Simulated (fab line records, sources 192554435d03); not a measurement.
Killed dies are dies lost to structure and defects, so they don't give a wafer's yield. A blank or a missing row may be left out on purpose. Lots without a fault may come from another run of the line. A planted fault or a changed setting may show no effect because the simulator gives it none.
fab line records | flow n5_finfet
record lots=8 wafers=24 last_day=18
route steps=1938 shown BEOL_M4@1111 BEOL_M6@1252 BEOL_M7@1276 PASSIVATION@1936
lots that met no fault: from a run of the same line without faults
start_h: hours from the record's first day to the start of the lot's first wafer shown | wait_h: hours since the lot's step before | " the same as in the row above | L1.1+2: a row that stands for several wafers | - no value, or no start given | * or withheld: withheld | < > ~ a bound
route shown NAME@n: a module of which the file shows steps, and the number in the route of the first | usual: mean/standard deviation of fault-free wafers | same: alike in all rows | chamber/n: place in a boat | sites: the reading at each site | _std_site: their standard deviation | _edge_site: outer sites' mean less inner sites' | radius_mm: how far each site lies from the wafer's centre | mask NAME#n: copy n | behind: the tool/chamber that last shaped the wafer | hold: why the lot was held/for how many hours/how that ended | device: the transistor (n, p or np) that didn't switch | end of line: the same wafers' tests at the end of the route | a step without rows: its recipe alone | killed: dies lost to structure and defects at the first sort, not the wafer's yield | map: a wafer's dies, x killed, . not, _ none there
set.NAME: the setting as run; set.NAME@STEP: as run at that earlier step | model.NAME: the simulator's own value behind a step, which no gauge read
steps of the route over a sample of lots; a table a step, a row a wafer
services: from which hour (start_h, from the record's first day; less than 0 if before it) a tool's chamber was out of use, for how many hours, and why
## steps
# step N5_BEOL_M4_RC_MEAS_101
# usual DIBL_N=35.4/2.1 DIBL_P=34.8/2.6 IOFF_N=0.15/0.037 IOFF_P=0.19/0.037 ION_N=677/16 ION_P=462/9.3 SS_N=71.4/0.75 SS_P=72.9/0.77 VT_N=250/3.7 VT_P=-251/3.5
# columns lot.wafer tool chamber start_h wait_h DIBL_N[mV/V] DIBL_P[mV/V] IOFF_N[nA/um] IOFF_P[nA/um] ION_N[uA/um] ION_P[uA/um] SS_N[mV/dec] SS_P[mV/dec] VT_N[mV] VT_P[mV]
L782.1 prober-01 0 197.97 0.0 35.3 35.4 0.15 0.19 690 464 71.8 73.3 245 -253
L782.3 " 0 " " 36.9 36.0 0.16 0.18 677 453 71.4 72.7 250 -255
L782.6 " 0 " " 31.4 29.3 0.09 0.12 657 449 70.0 71.3 256 -259
L784.2 prober-02 0 200.94 0.2 39.0 37.7 0.24 0.23 679 456 72.0 74.2 245 -248
L784.4 " 0 " " 32.9 31.1 0.12 0.15 672 463 70.8 72.4 255 -252
L784.5 " 0 " " 37.2 35.9 0.20 0.21 688 465 72.7 73.9 245 -248
L793.2 prober-01 0 252.84 0.2 35.2 34.9 0.15 0.21 683 467 71.2 73.5 248 -248
L793.4 " 0 " " 35.3 34.9 0.14 0.21 679 469 71.3 73.1 249 -249
L793.6 " 0 " " 33.4 32.1 0.12 0.17 674 462 71.4 72.2 254 -250
L796.1 prober-01 0 278.83 0.0 37.6 37.1 0.17 0.22 678 467 71.9 73.8 248 -246
L796.5 " 0 " " 35.6 36.4 0.13 0.20 662 464 71.2 72.4 254 -250
L796.6 " 0 " " 38.4 37.6 0.22 0.24 669 460 72.4 73.7 249 -248
L798.2 prober-01 0 283.74 0.2 33.2 32.4 0.11 0.15 670 451 70.2 72.3 255 -254
L798.5 " 0 " " 36.7 37.0 0.16 0.20 692 469 71.6 73.0 251 -251
L798.6 " 0 " " 34.9 35.9 0.14 0.20 669 463 70.1 73.3 251 -251
L801.1 prober-01 0 303.81 0.3 40.6 40.7 0.28 0.31 709 480 73.2 74.6 241 -246
L801.5 " 0 " " 38.2 37.9 0.23 0.25 708 479 72.2 73.6 244 -245
L801.6 " 0 " " 36.6 36.7 0.18 0.22 702 478 72.0 73.9 246 -247
L803.1 prober-02 0 326.03 0.0 38.0 40.0 0.22 0.26 710 477 72.6 73.7 242 -247
L803.4 " 0 " " 36.1 37.1 0.18 0.23 701 476 71.7 73.3 247 -250
L803.5 " 0 " " 36.0 36.9 0.17 0.21 689 467 71.4 73.6 246 -250
L802.1 prober-01 0 327.31 0.0 35.5 35.0 0.15 0.23 676 468 71.7 73.1 254 -243
L802.2 " 0 " " 32.7 31.9 0.11 0.18 672 472 70.3 71.7 254 -247
L802.3 " 0 " " 35.4 36.6 0.16 0.25 688 474 71.5 72.9 249 -244
# step N5_BEOL_M6_SURFACE_TREAT_79
# recipe gas=Ar time_s=* ion_energy_ev=* ion_current_ma_cm2=0.5 pressure_mtorr=* ar_flow_sccm=30
# usual pressure_mtorr=* throttle_valve_pct=*
# same time_s=*
# columns lot.wafer tool chamber start_h wait_h pressure_mtorr throttle_valve_pct
L782.1 pvd_sputter-02 - 218.38 0.4 * *
L782.3 " - " " * *
L782.6 " - " " * *
L784.2 pvd_sputter-02 - 223.96 0.5 * *
L784.4 " - " " * *
L784.5 " - " " * *
L793.2 pvd_sputter-01 - 276.19 0.3 * *
L793.4 " - " " * *
L793.6 " - " " * *
L796.1 pvd_sputter-03 - 297.32 0.2 * *
L796.5 " - " " * *
L796.6 " - " " * *
L798.2 pvd_sputter-03 - 308.82 0.2 * *
L798.5 " - " " * *
L798.6 " - " " * *
L801.1 pvd_sputter-01 - 326.47 0.2 * *
L801.5 " - " " * *
L801.6 " - " " * *
L803.1 pvd_sputter-02 - 344.40 0.3 * *
L803.4 " - " " * *
L803.5 " - " " * *
L802.1 pvd_sputter-03 - 348.74 0.2 * *
L802.2 " - " " * *
L802.3 " - " " * *
# step N5_BEOL_M7_CD_MEAS_11
# recipe target_cd_nm=38.5 landing_energy_ev=500 detector=se_inlens polarity=opening
# usual cd_nm=38.2/0.75
# columns lot.wafer tool chamber start_h wait_h cd_nm
L782.1 cd_sem-02 0 223.00 - 38.3
L782.3 " 0 " " 39.7
L782.6 " 0 " " 39.0
L784.2 cd_sem-03 0 228.42 - 38.3
L784.4 " 0 " " 37.6
L784.5 " 0 " " 38.5
L793.2 cd_sem-03 0 280.82 - 36.9
L793.4 " 0 " " 37.3
L793.6 " 0 " " 37.9
L796.1 cd_sem-03 0 302.17 - 38.1
L796.5 " 0 " " 38.0
L796.6 " 0 " " 38.0
L798.2 cd_sem-02 0 311.81 - 38.0
L798.5 " 0 " " 38.1
L798.6 " 0 " " 36.6
L801.1 cd_sem-03 0 331.49 - 39.7
L801.5 " 0 " " 39.6
L801.6 " 0 " " 39.4
L803.1 cd_sem-01 0 348.56 - 38.2
L803.4 " 0 " " 38.3
L803.5 " 0 " " 36.9
L802.1 cd_sem-01 0 354.72 - 38.2
L802.2 " 0 " " 38.5
L802.3 " 0 " " 37.7
# step N5_BEOL_M7_ETCH_61
# recipe chemistry=CF4 target=SiARC target_depth_a=455 mask_material=CAR-ArF time_s=75.8 ion_energy_ev=80 pressure_mtorr=40 source_w=545 bias_w=36 Ar_flow_sccm=100 cf4_flow_sccm=100 ends=cleared
# usual drypump_motor_current_A=5.5/0.49 etch_rf_on_time_s=76.2/1.9 oes_product_au=0.68/0.071 rf_fwd_power_W=538.7/2 rf_vpp_V=183.9/1.2 showerhead_plenum_p_Torr=2.14/0.064 throttle_valve_pct=15.68/0.29
# columns lot.wafer tool chamber start_h wait_h drypump_motor_current_A etch_rf_on_time_s oes_product_au rf_fwd_power_W rf_hours_counter_h rf_vpp_V showerhead_plenum_p_Torr throttle_valve_pct
L782.1 rie_diel-04 3 223.25 0.0 5.3 78.2 0.60 538.4 222 185.3 2.21 15.62
L782.3 " 0 " " 5.5 77.5 0.80 539.6 6 182.9 2.11 15.66
L782.6 " 1 " " 6.5 77.9 0.65 541.1 - 185.0 2.14 15.36
L784.2 rie_diel-02 2 228.92 0.0 5.8 78.9 0.56 538.7 241 183.7 2.12 15.58
L784.4 " 3 " " 5.1 74.2 0.65 541.1 146 183.8 2.07 16.11
L784.5 " 0 " " 5.9 75.3 0.63 539.7 - 183.7 2.13 16.00
L793.2 rie_diel-02 0 280.94 0.0 5.9 74.7 0.62 539.4 205 181.9 2.12 16.05
L793.4 " 2 " " 5.8 74.5 0.85 540.2 0 183.7 2.12 15.16
L793.6 " 0 " " 6.0 74.2 0.63 542.7 - 184.5 2.12 16.04
L796.1 rie_diel-06 1 302.64 0.0 5.2 78.1 0.76 534.8 23 185.3 2.27 15.38
L796.5 " 2 " " 4.8 79.4 0.72 537.8 - 182.4 2.19 15.34
L796.6 " 3 " " 5.3 74.3 0.61 539.3 - 183.9 2.05 16.08
L798.2 rie_diel-04 2 312.12 0.0 6.1 75.9 0.83 535.3 2 185.1 2.20 15.53
L798.5 " 1 " " 6.5 76.5 0.64 536.1 - 183.8 2.13 15.43
L798.6 " 0 " " 5.6 75.1 0.75 540.6 - 183.4 2.10 15.70
L801.1 rie_diel-04 1 331.61 0.0 6.5 76.8 0.64 541.0 156 184.1 2.13 15.45
L801.5 " 3 " " 5.3 78.6 0.57 537.2 - 184.9 2.20 15.67
L801.6 " 2 " " 6.1 76.9 0.78 538.7 - 182.9 2.20 15.53
L803.1 rie_diel-04 1 348.68 0.0 6.5 76.7 0.62 536.1 164 184.3 2.13 15.47
L803.4 " 2 " " 6.1 77.2 0.78 536.6 - 185.1 2.19 15.55
L803.5 " 1 " " 6.5 76.8 0.63 538.6 - 183.7 2.13 15.46
L802.1 rie_diel-04 0 354.89 0.0 5.6 75.7 0.73 540.5 48 182.1 2.10 15.74
L802.2 " 1 " " 6.5 75.5 0.63 538.1 166 184.6 2.13 15.47
L802.3 " 2 " " 6.1 75.8 0.77 536.1 18 187.1 2.19 15.57
# step N5_BEOL_M7_STRIP_67
# recipe chemistry=CF4 resist=SiARC power_w=300 bias_power_w=75 pressure_mtorr=50 cf4_flow_sccm=150 rf_frequency_hz=6e+07
# usual bias_power_w=75.02/0.22 cf4_flow_sccm=150.0/0.42 drypump_motor_current_A=5.5/0.5 oes_product_au=0.80/0.085 rf_vpp_V=271.0/1.6 showerhead_plenum_p_Torr=1.79/0.049 throttle_valve_pct=13.64/0.29
# columns lot.wafer tool chamber start_h wait_h bias_power_w cf4_flow_sccm drypump_motor_current_A oes_product_au rf_hours_counter_h rf_vpp_V showerhead_plenum_p_Torr throttle_valve_pct
L782.1 rie_diel-04 3 223.45 0.0 - - - - - - - -
L782.3 " 0 " " - - - - - - - -
L782.6 " 1 " " - - - - - - - -
L784.2 rie_diel-02 2 229.12 0.0 - - - - - - - -
L784.4 " 3 " " - - - - - - - -
L784.5 " 0 " " - - - - - - - -
L793.2 rie_diel-02 0 281.15 0.0 74.78 150.0 5.9 0.73 205 270.1 1.77 14.00
L793.4 " 2 " " 75.33 149.4 5.8 0.98 0 268.8 1.79 13.16
L793.6 " 0 " " 75.14 149.2 6.0 0.73 - 270.6 1.77 14.00
L796.1 rie_diel-06 1 302.84 0.0 75.07 149.9 5.1 0.91 23 273.4 1.90 13.32
L796.5 " 2 " " 75.31 149.9 4.8 0.87 - 271.0 1.82 13.23
L796.6 " 3 " " 74.63 149.5 5.3 0.71 - 269.0 1.72 14.04
L798.2 rie_diel-04 2 312.32 0.0 75.08 149.6 6.1 0.96 3 272.6 1.84 13.43
L798.5 " 1 " " 74.96 150.5 6.5 0.75 - 271.3 1.80 13.48
L798.6 " 0 " " 75.23 149.7 5.6 0.87 - 271.5 1.77 13.66
L801.1 rie_diel-04 1 331.81 0.0 74.92 149.6 6.5 0.75 156 270.9 1.80 13.51
L801.5 " 3 " " 75.11 150.9 5.3 0.69 - 273.8 1.83 13.65
L801.6 " 2 " " 74.85 149.9 6.1 0.93 - 271.1 1.84 13.46
L803.1 rie_diel-04 1 348.88 0.0 74.82 149.7 6.5 0.74 164 271.7 1.80 13.52
L803.4 " 2 " " 74.99 150.3 6.1 0.91 - 272.0 1.83 13.47
L803.5 " 1 " " 74.94 150.4 6.5 0.74 - 270.7 1.80 13.54
L802.1 rie_diel-04 0 355.10 0.0 75.09 150.1 5.6 0.85 48 272.2 1.77 13.71
L802.2 " 1 " " 75.39 150.2 6.5 0.75 166 270.3 1.80 13.52
L802.3 " 2 " " 74.78 149.0 6.1 0.90 18 272.7 1.83 13.45
# step N5_BEOL_M7_VIA_ETCH_34
# recipe chemistry=C4F6/O2 target=SiCOH_lowk target_depth_a=1255 mask_material=SOC taper_deg=4 time_s=50.5 ion_energy_ev=250 pressure_mtorr=30 source_w=345 bias_w=185 Ar_flow_sccm=300 C4F6_flow_sccm=10 O2_flow_sccm=10
# usual drypump_motor_current_A=5.6/0.47 oes_ar_750_au=0.79/0.077 oes_product_au=0.80/0.083 rf_fwd_power_W=341.1/1.5 rf_vpp_V=666/20 showerhead_plenum_p_Torr=2.81/0.078 throttle_valve_pct=20.9/0.37
# same time_s=50.5
# columns lot.wafer tool chamber start_h wait_h drypump_motor_current_A oes_ar_750_au oes_product_au rf_fwd_power_W rf_hours_counter_h rf_vpp_V showerhead_plenum_p_Torr throttle_valve_pct
L782.1 rie_diel-02 1 224.33 0.0 5.9 0.83 0.30 343.5 81 639 2.76 20.4
L782.3 " 2 " " 5.8 0.66 0.26 341.2 239 677 2.79 20.4
L782.6 " 1 " " 5.9 0.83 0.29 343.4 - 638 2.76 20.4
L784.2 rie_diel-06 0 230.20 0.0 5.4 0.82 0.31 340.8 74 672 2.76 20.9
L784.4 " 3 " " 5.3 0.74 0.28 343.7 - 648 2.73 21.2
L784.5 " 3 " " 5.3 0.75 0.27 342.3 - 649 2.73 21.1
L793.2 rie_diel-06 2 282.59 0.0 4.8 0.86 0.87 340.4 32 659 2.94 20.8
L793.4 " 1 " " 5.1 0.89 0.93 337.5 15 694 3.02 20.7
L793.6 " 1 " " 5.1 0.90 0.92 339.2 - 695 3.02 20.7
L796.1 rie_diel-04 1 308.06 0.0 6.5 0.74 0.75 340.3 150 707 2.81 20.5
L796.5 " 3 " " 5.3 0.69 0.68 341.4 - 675 2.95 20.9
L796.6 " 0 " " 5.6 0.88 0.87 341.9 - 651 2.78 21.0
L798.2 rie_diel-02 0 314.96 0.0 6.0 0.72 0.72 339.9 218 650 2.82 21.4
L798.5 " 1 " " 5.9 0.80 0.80 341.4 - 637 2.74 20.6
L798.6 " 0 " " 5.9 0.72 0.72 340.9 - 650 2.82 21.4
L801.1 rie_diel-02 2 335.81 0.0 5.8 0.89 0.92 341.6 17 677 2.78 20.4
L801.5 " 0 " " 6.0 0.72 0.72 343.7 - 649 2.82 21.4
L801.6 " 3 " " 5.1 0.73 0.74 340.9 - 678 2.75 21.6
L803.1 rie_diel-04 0 353.75 0.0 5.6 0.85 0.85 340.3 47 651 2.77 21.0
L803.4 " 1 " " 6.5 0.73 0.74 340.0 - 706 2.80 20.5
L803.5 " 2 " " 6.2 0.90 0.91 338.9 - 665 2.92 21.0
L802.1 rie_diel-02 1 358.03 0.0 5.9 0.78 0.79 344.3 125 637 2.74 20.7
L802.2 " 3 " " 5.1 0.73 0.74 341.0 183 679 2.75 21.6
L802.3 " 0 " " 6.0 0.71 0.71 343.7 231 649 2.82 21.4
# step N5_BEOL_M7_OCD_MEAS_38
# usual trench_depth_nm=93.0/1.5
# columns lot.wafer tool chamber start_h wait_h trench_depth_nm
L782.1 ocd-02 - 224.58 - -
L782.3 " - " " -
L782.6 " - " " -
L784.2 ocd-02 - 230.56 - -
L784.4 " - " " -
L784.5 " - " " -
L793.2 ocd-01 - 282.84 - 90.3
L793.4 " - " " 94.5
L793.6 " - " " 95.0
L796.1 ocd-02 - 308.31 - 93.4
L796.5 " - " " 92.2
L796.6 " - " " 93.5
L798.2 ocd-01 - 315.21 - 94.6
L798.5 " - " " 95.4
L798.6 " - " " 94.8
L801.1 ocd-01 - 336.06 - 93.7
L801.5 " - " " 93.8
L801.6 " - " " 94.3
L803.1 ocd-01 - 353.99 - 92.6
L803.4 " - " " 94.0
L803.5 " - " " 93.6
L802.1 ocd-01 - 358.27 - 95.3
L802.2 " - " " 95.4
L802.3 " - " " 93.8
# step N5_PASSIVATION_PROBE_49
# usual defect_limited_yield=90.5/1.7 killed_at_M0_to_M3=37/12 killed_at_M4_up=14/5.2 killed_at_contacts=12/5.9 killed_at_front_end=45/14 killed_at_other=3.5/2.8 killed_dies=112/21 killed_on_rim=15/4.5 killed_open=73/15 killed_short=36/8.9 sort_bin_4_leakage=0.00/0.007 sort_bin_5_function=5.6/1.2 sort_bin_6_memory=3.5/0.68 sort_bin_8_speed=0.01/0.1 sort_n_pass=1068/21 sort_yield_pct=90.5/1.8
# same gross_dies=1180 killed_at_back_side=0
# columns lot.wafer tool chamber start_h wait_h defect_limited_yield[%] killed_at_M0_to_M3 killed_at_M4_up killed_at_contacts killed_at_front_end killed_at_other killed_dies killed_on_rim killed_open killed_short sort_bin_4_leakage[%] sort_bin_5_function[%] sort_bin_6_memory[%] sort_bin_8_speed[%] sort_n_pass sort_yield_pct[%]
L782.1 prober-01 - 308.17 0.1 0 25 1103 16 31 5 1180 152 61 29 0 97.9 2.0 0 0 0
L782.3 prober-01 - 308.27 0.2 0 26 1087 11 53 3 1180 152 64 33 0 96.0 3.6 0 0 0
L782.6 prober-01 - 308.42 0.3 0 29 1093 13 43 2 1180 152 61 40 0 97.0 2.7 0 0 0
L784.2 prober-01 - 322.17 0.1 0 35 1089 15 37 4 1180 152 76 36 0 95.7 3.8 0 0 0
L784.4 prober-01 - 322.27 0.2 0 32 1081 18 48 1 1180 152 74 49 0 95.3 4.2 0 0 0
L784.5 prober-01 - 322.32 0.2 0 45 1074 12 45 4 1180 152 74 44 0 95.8 3.7 0 0 0
L793.2 prober-01 - 367.94 0.1 91.5 27 17 10 46 0 100 15 69 30 0 4.8 3.4 0 1080 91.5
L793.4 prober-01 - 368.04 0.2 90.3 28 17 19 49 2 115 13 81 31 0 5.7 3.6 0 1065 90.3
L793.6 prober-01 - 368.14 0.3 91.9 21 18 11 39 6 95 17 62 28 0 4.2 3.3 0 1085 91.9
L796.1 prober-01 - 379.91 0.6 90.7 46 11 8 39 6 110 11 77 30 0 5.5 3.3 0 1070 90.7
L796.5 prober-01 - 380.11 0.8 92.9 28 7 16 28 5 84 22 56 23 0 4.7 2.0 0 1096 92.9
L796.6 prober-01 - 380.16 0.8 90.7 42 9 7 44 8 110 15 75 32 0 5.0 4.1 0 1070 90.7
L798.2 prober-01 - 391.50 0.1 85.4 60 12 18 77 5 172 22 114 54 0 10.0 4.2 0 1008 85.4
L798.5 prober-01 - 391.65 0.2 87.5 52 9 18 65 4 148 28 97 49 0 7.8 4.2 0 1032 87.5
L798.6 prober-01 - 391.70 0.3 89.6 38 12 12 57 4 123 15 78 39 0 6.2 3.9 0 1057 89.6
L801.1 prober-01 - 407.23 0.0 89.2 27 12 13 65 11 128 22 81 44 0.08 6.1 3.9 0 1051 89.1
L801.5 prober-01 - 407.43 0.2 89.8 15 13 19 66 7 120 14 85 31 0 5.9 3.8 0 1060 89.8
L801.6 prober-01 - 407.48 0.3 89.5 25 21 9 59 10 124 16 87 34 0 7.1 3.1 0 1056 89.5
L802.1 prober-01 - 436.39 0.0 91.9 48 15 8 23 1 95 10 51 40 0 4.7 3.1 0.08 1085 91.9
L802.2 prober-01 - 436.44 0.1 94.8 18 12 11 18 2 61 13 39 21 0 3.2 1.6 0 1119 94.8
L802.3 prober-01 - 436.49 0.1 91.9 43 11 7 32 2 95 12 66 26 0 4.7 2.8 0 1085 91.9
L803.1 prober-01 - 438.05 0.0 91.9 35 9 10 37 4 95 10 54 35 0 4.7 3.1 0 1085 91.9
L803.4 prober-01 - 438.20 0.2 88.6 61 18 15 40 0 134 23 86 42 0 6.6 4.1 0 1046 88.6
L803.5 prober-01 - 438.25 0.2 94.7 13 11 6 29 3 62 8 43 17 0 3.0 2.2 0 1118 94.7
# killed by level:class
L782.1 BEOL_M7:area_etch=1090 MOL_CONTACT_COAG:geometric_particle:open=15 FIN_SAQP:geometric_particle:open=9 FIN_SAQP:geometric_particle:short=8 BEOL_M0_SAQP:geometric_particle:open=6 STI_FIN_REVEAL:geometric_particle:open=6 BEOL_M0_SAQP:geometric_particle:short=6 BEOL_M3:geometric_particle:open=6
L782.3 BEOL_M7:area_etch=1083 FIN_SAQP:geometric_particle:short=9 FIN_SAQP:geometric_particle:open=9 MOL_CONTACT_COAG:geometric_particle:open=9 GATE_CUT:geometric_particle:short=8 BEOL_M1:geometric_particle:open=8 STI_FIN_REVEAL:geometric_particle:open=6 GATE_CUT:geometric_particle:open=5
L782.6 BEOL_M7:area_etch=1079 STI_FIN_REVEAL:geometric_particle:open=14 MOL_CONTACT_COAG:geometric_particle:open=9 BEOL_M0_SAQP:geometric_particle:short=8 BEOL_M3:geometric_particle:open=8 FIN_SAQP:geometric_particle:short=6 FIN_SAQP:geometric_particle:open=5 BEOL_M2:geometric_particle:open=5
L784.2 BEOL_M7:area_etch=1064 BEOL_M2:geometric_particle:open=13 BEOL_M4:geometric_particle:open=13 MOL_CONTACT_COAG:geometric_particle:open=11 FIN_SAQP:geometric_particle:open=10 BEOL_M0_SAQP:geometric_particle:short=8 STI_FIN_REVEAL:geometric_particle:open=7 BEOL_M0_SAQP:geometric_particle:open=6
L784.4 BEOL_M7:area_etch=1056 FIN_SAQP:geometric_particle:open=12 STI_FIN_REVEAL:geometric_particle:open=12 MOL_CONTACT_COAG:geometric_particle:open=11 BEOL_M3:geometric_particle:short=10 BEOL_M4:geometric_particle:open=9 FIN_SAQP:geometric_particle:short=8 MOL_CONTACT_COAG:geometric_particle:short=7
L784.5 BEOL_M7:area_etch=1061 FIN_SAQP:geometric_particle:open=11 BEOL_M0_SAQP:geometric_particle:short=11 MOL_CONTACT_COAG:geometric_particle:open=9 BEOL_M0_SAQP:geometric_particle:open=9 FIN_SAQP:geometric_particle:short=8 STI_FIN_REVEAL:geometric_particle:open=8 BEOL_M2:geometric_particle:open=6
L793.2 MOL_CONTACT_COAG:geometric_particle:open=10 BEOL_M0_SAQP:geometric_particle:short=7 BEOL_M0_SAQP:geometric_particle:open=7 STARTING-WAFER:geometric_particle:open=7 FIN_SAQP:geometric_particle:open=6 STI_FIN_REVEAL:geometric_particle:open=6 DUMMY_GATE:geometric_particle:open=6 BEOL_M4:geometric_particle:open=5
L793.4 MOL_CONTACT_COAG:geometric_particle:open=16 BEOL_M1:geometric_particle:open=10 STI_FIN_REVEAL:geometric_particle:open=9 BEOL_M3:geometric_particle:open=7 FIN_SAQP:geometric_particle:open=6 DUMMY_GATE:geometric_particle:open=6 BEOL_M4:geometric_particle:open=6 STARTING-WAFER:geometric_particle:open=6
L793.6 FIN_SAQP:geometric_particle:open=10 MOL_CONTACT_COAG:geometric_particle:open=10 FIN_SAQP:geometric_particle:short=6 STI_FIN_REVEAL:geometric_particle:open=6 BEOL_M4:geometric_particle:open=6 BEOL_M6:geometric_particle:open=6 BEOL_M0_SAQP:geometric_particle:short=5 BEOL_M2:geometric_particle:short=5
L796.1 STI_FIN_REVEAL:geometric_particle:open=12 BEOL_M1:geometric_particle:open=10 FIN_SAQP:geometric_particle:open=8 BEOL_M0_SAQP:geometric_particle:short=7 BEOL_M0_SAQP:geometric_particle:open=7 BEOL_M2:geometric_particle:open=7 MOL_CONTACT_COAG:geometric_particle:open=6 BEOL_M3:geometric_particle:open=6
L796.5 MOL_CONTACT_COAG:geometric_particle:open=10 BEOL_M3:geometric_particle:open=10 STI_FIN_REVEAL:geometric_particle:open=7 STARTING-WAFER:geometric_particle:short=6 BEOL_M2:geometric_particle:open=5 MOL_CONTACT_COAG:geometric_particle:short=4 BEOL_M1:geometric_particle:open=4 FIN_SAQP:geometric_particle:open=3
L796.6 FIN_SAQP:geometric_particle:open=9 BEOL_M0_SAQP:geometric_particle:open=9 BEOL_M0_SAQP:geometric_particle:short=7 FIN_SAQP:geometric_particle:short=6 STI_FIN_REVEAL:geometric_particle:open=6 MOL_CONTACT_COAG:geometric_particle:open=6 BEOL_M1:geometric_particle:open=6 BEOL_M2:geometric_particle:open=6
L798.2 STI_FIN_REVEAL:geometric_particle:open=40 BEOL_M3:geometric_particle:open=15 BEOL_M0_SAQP:geometric_particle:short=14 MOL_CONTACT_COAG:geometric_particle:open=13 BEOL_M0_SAQP:geometric_particle:open=11 FIN_SAQP:geometric_particle:short=9 STI_FIN_REVEAL:geometric_particle:short=6 GATE_CUT:geometric_particle:short=6
L798.5 STI_FIN_REVEAL:geometric_particle:open=28 BEOL_M0_SAQP:geometric_particle:short=17 MOL_CONTACT_COAG:geometric_particle:open=15 BEOL_M0_SAQP:geometric_particle:open=13 FIN_SAQP:geometric_particle:open=7 BEOL_M1:geometric_particle:open=7 FIN_SAQP:geometric_particle:short=6 STI_FIN_REVEAL:geometric_particle:short=6
L798.6 STI_FIN_REVEAL:geometric_particle:open=17 FIN_SAQP:geometric_particle:short=13 FIN_SAQP:geometric_particle:open=10 MOL_CONTACT_COAG:geometric_particle:open=9 BEOL_M0_SAQP:geometric_particle:short=9 BEOL_M0_SAQP:geometric_particle:open=9 BEOL_M2:geometric_particle:open=7 BEOL_M3:geometric_particle:open=7
L801.1 STI_FIN_REVEAL:geometric_particle:open=22 FIN_SAQP:geometric_particle:short=15 FIN_SAQP:geometric_particle:open=8 MOL_CONTACT_COAG:geometric_particle:open=8 BEOL_M1:geometric_particle:open=8 GATE_CUT:geometric_particle:short=6 MOL_CONTACT_COAG:geometric_particle:short=5 BEOL_M0_SAQP:geometric_particle:open=5
L801.5 FIN_SAQP:geometric_particle:open=18 MOL_CONTACT_COAG:geometric_particle:open=16 STI_FIN_REVEAL:geometric_particle:open=14 FIN_SAQP:geometric_particle:short=9 GATE_CUT:geometric_particle:short=8 BEOL_M1:geometric_particle:open=7 DUMMY_GATE:geometric_particle:open=5 BEOL_M2:geometric_particle:open=4
L801.6 STI_FIN_REVEAL:geometric_particle:open=24 BEOL_M1:geometric_particle:open=12 FIN_SAQP:geometric_particle:short=10 BEOL_M4:geometric_particle:open=9 FIN_SAQP:geometric_particle:open=7 BEOL_M2:geometric_particle:open=6 MOL_CONTACT_COAG:geometric_particle:open=5 STARTING-WAFER:geometric_particle:open=5
L802.1 BEOL_M0_SAQP:geometric_particle:short=18 BEOL_M0_SAQP:geometric_particle:open=14 MOL_CONTACT_COAG:geometric_particle:open=7 BEOL_M3:geometric_particle:open=5 BEOL_M4:geometric_particle:open=5 FIN_SAQP:geometric_particle:short=4 BEOL_M2:geometric_particle:open=4 GATE_CUT:geometric_particle:short=3
L802.2 MOL_CONTACT_COAG:geometric_particle:open=8 FIN_SAQP:geometric_particle:short=7 BEOL_M4:geometric_particle:open=6 BEOL_M0_SAQP:geometric_particle:open=4 MOL_CONTACT_COAG:geometric_particle:short=3 BEOL_M0_SAQP:geometric_particle:short=3 BEOL_M3:geometric_particle:open=3 BEOL_M6:geometric_particle:open=3
L802.3 BEOL_M0_SAQP:geometric_particle:open=16 FIN_SAQP:geometric_particle:short=7 STI_FIN_REVEAL:geometric_particle:open=7 BEOL_M0_SAQP:geometric_particle:short=7 FIN_SAQP:geometric_particle:open=6 MOL_CONTACT_COAG:geometric_particle:open=6 DUMMY_GATE:geometric_particle:open=5 BEOL_M3:geometric_particle:open=5
L803.1 MOL_CONTACT_COAG:geometric_particle:open=8 BEOL_M0_SAQP:geometric_particle:short=8 FIN_SAQP:geometric_particle:short=6 DUMMY_GATE:geometric_particle:open=6 BEOL_M0_SAQP:geometric_particle:open=6 BEOL_M2:geometric_particle:open=6 DUMMY_GATE:geometric_particle:short=5 GATE_CUT:geometric_particle:short=5
L803.4 MOL_CONTACT_COAG:geometric_particle:open=13 BEOL_M0_SAQP:geometric_particle:short=12 BEOL_M2:geometric_particle:open=11 FIN_SAQP:geometric_particle:short=10 BEOL_M1:geometric_particle:open=8 FIN_SAQP:geometric_particle:open=7 BEOL_M0_SAQP:geometric_particle:open=6 BEOL_M0:geometric_particle:open=6
L803.5 STI_FIN_REVEAL:geometric_particle:short=5 STI_FIN_REVEAL:geometric_particle:open=5 MOL_CONTACT_COAG:geometric_particle:open=5 BEOL_M4:geometric_particle:open=5 FIN_SAQP:geometric_particle:open=4 STARTING-WAFER:geometric_particle:open=4 BEOL_M3:geometric_particle:open=3 DUMMY_GATE:geometric_particle:open=2
## services
# columns tool chamber start_h hours kind
rie_diel-04 2 198.53 2.8 repair
rie_diel-06 2 218.19 13.6 repair
rie_diel-06 0 220.16 6.2 repair
rie_diel-02 3 243.66 9.1 repair
rie_diel-02 2 249.10 3.6 repair
rie_diel-02 2 265.88 - clean
rie_diel-02 2 265.88 - consumable_replace:focus_ring
rie_diel-02 2 265.88 14.2 scheduled_down
rie_diel-02 2 265.88 14.2 vent_cycle
rie_diel-06 - 266.11 2.8 pm
rie_diel-04 0 266.58 4.5 repair
rie_diel-04 2 276.19 - clean
rie_diel-04 2 276.19 - consumable_replace:focus_ring
rie_diel-04 2 276.19 25.5 scheduled_down
rie_diel-04 2 276.19 25.5 vent_cycle
pvd_sputter-02 - 288.91 7.9 repair
pvd_sputter-02 - 303.50 6.2 repair
rie_diel-06 3 330.98 3.6 repair
rie_diel-04 3 338.27 - clean
rie_diel-04 3 338.27 - consumable_replace:focus_ring
rie_diel-04 3 338.27 27.4 scheduled_down
rie_diel-04 3 338.27 27.4 vent_cycle
rie_diel-06 3 344.09 19.8 repair
## key
first_sign step=N5_BEOL_M7_STRIP_67 reading=tool_record direction=missing
effect step=N5_BEOL_M7_VIA_ETCH_34 reading=oes_product_au direction=down sigmas=6.2 usual=0.80 struck=0.29
effect step=N5_BEOL_M7_OCD_MEAS_38 reading=trench_depth_nm direction=missing
effect step=N5_PASSIVATION_PROBE_49 reading=killed_at_M4_up direction=up sigmas=99+ usual=14 struck=1088
more_kills_born_at N5_BEOL_M7_ETCH_66@rie_diel-02=3252 N5_BEOL_M7_ETCH_66@rie_diel-06=3181
met_at N5_BEOL_M7_STRIP_67
struck_lots L782,L784
later_rows_left_out L782.1,L782.3,L782.6,L784.2,L784.4,L784.5
not_acting_at N5_BEOL_M6_SURFACE_TREAT_79,N5_BEOL_M7_CD_MEAS_11,N5_BEOL_M7_ETCH_61
fault kind=skipped_step_whole tool=rie_diel-02,rie_diel-04 chamber=- onset_h=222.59 steps=N5_BEOL_M7_STRIP_67 scope=struck_lots_only
# later_rows_left_out: the simulator's readings of these wafers behind a module that went badly wrong aren't trusted and aren't shown, but for the sort
